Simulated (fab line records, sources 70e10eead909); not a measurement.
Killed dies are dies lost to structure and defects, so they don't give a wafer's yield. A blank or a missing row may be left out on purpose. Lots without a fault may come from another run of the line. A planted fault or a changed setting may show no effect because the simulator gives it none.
A struck lot beside a sound one | flow nand_harc | 17 steps out of a route of 1159
Sound: wafers L720.1, L720.5, L720.6. Struck: wafers L739.2, L739.5, L739.6. The cause comes at the end.
At each step with rows: each side's tool, then ch and its chambers, then its first start. Under that, the readings that differ: sound wafers | struck wafers | difference of the means | sigmas: that difference in standard deviations of wafers without a fault.
alike: readings whose means differ by less than 2 such deviations, and words and numbers that are the same on both sides. not compared: withheld readings, readings that some wafer has no value for, bounds like >300 that may hide the same value, and numbers for which the record gives no deviation and whose values overlap.
The two part at a step that has a row with sigmas, a row that says differs or no value, or rows on one side only. Numbers that don't overlap but have no deviation are shown without sigmas and don't part them. A reading that every wafer of one side lacks parts them only if that side has two wafers or more.

first, 1 step without rows for these wafers: NHARC_A_BONDPAD_HARDBAKE_10 (time 65 s).
NHARC_A_BONDPAD_DESCUM_11: chemistry O2, time 3 s.
  sound on rie_diel-13 ch 0,3, day 17 20:41; struck on rie_diel-13 ch 0,1, day 23 04:41
  alike: drypump_motor_current_A, oes_product_au, rf_vpp_V, showerhead_plenum_p_Torr, throttle_valve_pct
  not compared: rf_hours_counter_h
then, 2 steps without rows for these wafers: NHARC_A_BONDPAD_ETCH_34 (etches the open film in N2/H2, target depth 60 nm, overetch 18 nm, time 65.91 s); NHARC_A_BONDPAD_ETCH_12 (etches the open film in CHF3/O2, target depth 220 nm, time 110 s).
NHARC_A_BONDPAD_CD_MEAS_13:
  sound on cd_sem-01, day 17 21:02; struck on cd_sem-03, day 23 05:01
  alike: cd_nm
NHARC_A_BONDPAD_STRIP_15: strips in O2.
  sound on rie_diel-13 ch 2,3, day 17 21:08; struck on rie_diel-13 ch 0,1,3, day 23 05:08
  alike: drypump_motor_current_A, oes_product_au, rf_vpp_V, showerhead_plenum_p_Torr, throttle_valve_pct
  not compared: rf_hours_counter_h
NHARC_A_BONDPAD_ETCH_24: etches the open film in CF4/N2, target depth 30 nm, time 72.99 s.
  sound on rie_diel-13 ch 2,3, day 17 21:19; struck on rie_diel-13 ch 1,2,3
  alike: bias_w, drypump_motor_current_A, oes_product_au, rf_fwd_power_W, rf_vpp_V, showerhead_plenum_p_Torr, throttle_valve_pct
  not compared: rf_hours_counter_h
then, 4 steps without rows for these wafers: NHARC_A_BONDPAD_STRIP_16 (strips in post etch residue remover, time 600 s); NHARC_A_BONDPAD_DEGAS_25 (time 60 s); NHARC_A_BONDPAD_PRE_CLEAN_26 (time 30 s); NHARC_A_BONDPAD_PVD_17 (deposits TaN, target thk 5 nm, time 8.06 s).
NHARC_A_BONDPAD_PVD_27: deposits Cu, target thk 30 nm, time 20.49 s.
  sound on pvd_sputter-01; struck on pvd_sputter-03
  alike: throttle_valve_pct
NHARC_A_BONDPAD_ECD_18: material Cu, target thk 400 nm.
  sound on ecd_cu-02 ch 0,1, day 17 22:04; struck on ecd_cu-01 ch 0,1, day 23 06:17
  no value came back on the struck wafers for bath_heat_duty_pct (%), bath_temp_c (C); on the sound wafers bath_heat_duty_pct (%) reads 7.0 7.2 5.4
NHARC_A_BONDPAD_ANNEAL_28: time 90 s.
  sound on rtp_anneal-02 ch 0, day 17 22:26; struck on rtp_anneal-01 ch 0, day 23 06:43
  alike: wafer_temp_C_max
then, 1 step without rows for these wafers: NHARC_A_BONDPAD_CMP_19 (polishes, t overpolish 30 s, cu recess touch 16 s, target thk 169.8 nm).
NHARC_A_BONDPAD_THK_MEAS_20: measures by xrf.
  sound on film_metro-01, day 17 23:07; struck on film_metro-01, day 23 07:20
  reading     | sound             | struck         | difference | sigmas
  thk_nm (nm) | 170.9 169.8 169.3 | 30.4 29.6 31.0 | -139.7     | -87
then, 1 step without rows for these wafers: NHARC_A_BONDPAD_SRD_21 (time 30 s, dry time 20 s).

WHERE THEY PART
First at NHARC_A_BONDPAD_ECD_18; last, within this record, at NHARC_A_BONDPAD_THK_MEAS_20.

WHY: what the simulator had put in
Skipped step whole: ecd_cu-01, from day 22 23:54 on, at NHARC_A_BONDPAD_ECD_18. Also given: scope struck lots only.
